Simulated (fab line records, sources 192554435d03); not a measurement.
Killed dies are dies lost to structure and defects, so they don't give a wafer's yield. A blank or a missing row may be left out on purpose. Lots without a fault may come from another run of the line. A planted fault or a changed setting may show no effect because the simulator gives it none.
One fault seen from 2 desks | flow n5_finfet | each desk has only its own numbers; what lay behind them comes last

THE TOOL OWNER'S DESK: litho_track-04
The tool's own readings at N5_FIN_CUT_COAT_19 (time 60 s, resist thk 20 nm): means of the sampled wafers that have a number, for each lot that ran on this tool. A lot is out of limits, marked OUT, if its mean lies more than 4 standard deviations from the usual mean; the brackets give that distance.
Columns: A = spin_speed_rpm at N5_FIN_CUT_COAT_19, usual 1500.0 rpm
lot  | first seen here | A
L793 | day 2 21:53     | 1500.7
L803 | day 5 13:23     | 1499.5
L806 | day 6 04:51     | 1533.9 (+31) OUT
L807 | day 6 08:14     | 1534.6 (+31) OUT
This desk's finding: out of limits on L806, L807; first on L806, day 6 04:51 (spin_speed_rpm at N5_FIN_CUT_COAT_19). In limits: L793, L803.

THE METROLOGY DESK
What the gauges read, lot by lot, whatever tool the lot ran on: means of the sampled wafers that have a number. A lot is out of limits, marked OUT, if its mean lies more than 4 standard deviations from the usual mean; the brackets give that distance. Of its 10 readings 7 are shown: those that lie furthest out on some lot.
Columns: A = DIBL_P at N5_BEOL_M4_RC_MEAS_101, usual 34.8 mV/V; B = IOFF_P at N5_BEOL_M4_RC_MEAS_101, usual 0.19 nA/um; C = ION_N at N5_BEOL_M4_RC_MEAS_101, usual 677 uA/um; D = ION_P at N5_BEOL_M4_RC_MEAS_101, usual 462 uA/um; E = SS_N at N5_BEOL_M4_RC_MEAS_101, usual 71.4 mV/dec; F = VT_N at N5_BEOL_M4_RC_MEAS_101, usual 250 mV; G = VT_P at N5_BEOL_M4_RC_MEAS_101, usual -251 mV
lot  | first seen here | A    | B    | C   | D   | E    | F   | G
L793 | day 9 06:27     | 34.0 | 0.17 | 680 | 463 | 70.7 | 251 | -255
L795 | day 9 12:27     | 33.4 | 0.16 | 664 | 458 | 70.9 | 254 | -252
L803 | day 11 12:50    | 34.0 | 0.20 | 679 | 466 | 71.3 | 250 | -249
L805 | day 11 20:48    | 37.0 | 0.21 | 674 | 466 | 71.6 | 250 | -252
L807 | day 12 05:58    | 32.5 | 0.15 | 671 | 459 | 70.4 | 252 | -253
L806 | day 12 14:50    | 37.0 | 0.22 | 670 | 464 | 71.8 | 250 | -248
L808 | day 12 19:44    | 35.1 | 0.18 | 677 | 461 | 70.6 | 252 | -252
L813 | day 14 14:02    | 38.0 | 0.23 | 700 | 473 | 71.9 | 245 | -249
L812 | day 14 15:19    | 34.5 | 0.22 | 679 | 471 | 71.2 | 252 | -245
This desk's finding: nothing out of limits on any of the 9 lots.

PUT TOGETHER
The tool owner's desk could have raised an alarm at day 6 04:51, on L806, L807.
The metrology desk saw nothing out of limits.
The metrology desk has L806, L807 on record, within its limits.
Of the lots named, all ran N5_FIN_CUT_COAT_19 on litho_track-04.

WHAT THE SIMULATOR HAD PUT IN
Process parameter drift: litho_track-04, from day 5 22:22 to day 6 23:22, at N5_FIN_CUT_COAT_19. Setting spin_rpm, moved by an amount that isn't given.
Lots struck among those shown: L806, L807.
Hours from the fault's start to each desk's first reading out of limits: the tool owner's desk, 6.
